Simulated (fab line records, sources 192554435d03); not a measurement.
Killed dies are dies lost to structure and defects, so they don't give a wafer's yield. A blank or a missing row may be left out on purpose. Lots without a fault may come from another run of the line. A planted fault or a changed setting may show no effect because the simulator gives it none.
One fault seen from 2 desks | flow n5_finfet | each desk has only its own numbers; what lay behind them comes last

THE METROLOGY DESK
What the gauges read, lot by lot, whatever tool the lot ran on: means of the sampled wafers that have a number. A lot is out of limits, marked OUT, if its mean lies more than 4 standard deviations from the usual mean; the brackets give that distance.
Columns: A = M10_RS at N5_BEOL_M10_RS_MEAS_57, usual 0.153 ohm/sq; B = M11_ILD_THK at N5_BEOL_M11_THK_MEAS_01, usual 268 nm
lot  | first seen here | A     | B
L468 | day 10 14:24    | 0.156 | 267
L470 | day 11 02:20    | 0.159 | 271
L473 | day 11 13:10    | 0.153 | 266
L472 | day 11 15:52    | 0.152 | 270
L474 | day 11 19:53    | 0.156 | 265
L477 | day 12 19:39    | 0.153 | 268
L480 | day 14 09:10    | 0.154 | 267
L481 | day 15 03:34    | 0.155 | 265
L483 | day 15 11:17    | 0.154 | 268
L487 | day 15 22:16    | 0.148 | 266
L488 | day 15 22:49    | 0.153 | 268
L490 | day 16 16:00    | 0.152 | 266
This desk's finding: nothing out of limits on any of the 12 lots.

THE TOOL OWNER'S DESK: litho_track-03
The tool's own readings at N5_BEOL_M11_COAT_59 (time 60 s, resist thk 100 nm): means of the sampled wafers that have a number, for each lot that ran on this tool. A lot is out of limits, marked OUT, if its mean lies more than 4 standard deviations from the usual mean; the brackets give that distance.
Columns: A = heater_power_total_W at N5_BEOL_M11_COAT_59, usual 500.6 W; B = plate_temp_C at N5_BEOL_M11_COAT_59, usual 250.00 C
lot  | first seen here | A                | B
L468 | day 10 15:56    | 501.7            | 249.90
L472 | day 11 17:08    | 501.0            | 250.05
L477 | day 12 21:16    | 501.3            | 249.97
L480 | day 14 10:15    | 499.8            | 250.11
L483 | day 15 12:55    | 488.9 (-6.5) OUT | 245.19 (-27) OUT
L487 | day 15 23:59    | 489.8 (-6.0) OUT | 245.01 (-28) OUT
L488 | day 16 02:26    | 487.2 (-7.5) OUT | 245.06 (-27) OUT
This desk's finding: out of limits on L483, L487, L488; first on L483, day 15 12:55 (heater_power_total_W at N5_BEOL_M11_COAT_59). In limits: L468, L472, L477, L480.

PUT TOGETHER
The tool owner's desk could have raised an alarm at day 15 12:55, on L483, L487, L488.
The metrology desk saw nothing out of limits.
The metrology desk has L483, L487, L488 on record, within its limits.
Of the lots named, all ran N5_BEOL_M11_COAT_59 on litho_track-03.

WHAT THE SIMULATOR HAD PUT IN
Process parameter drift: litho_track-03, from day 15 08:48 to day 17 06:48, at N5_BEOL_M11_COAT_59. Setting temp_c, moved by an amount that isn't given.
Lots struck among those shown: L483, L487, L488.
Hours from the fault's start to each desk's first reading out of limits: the tool owner's desk, 4.
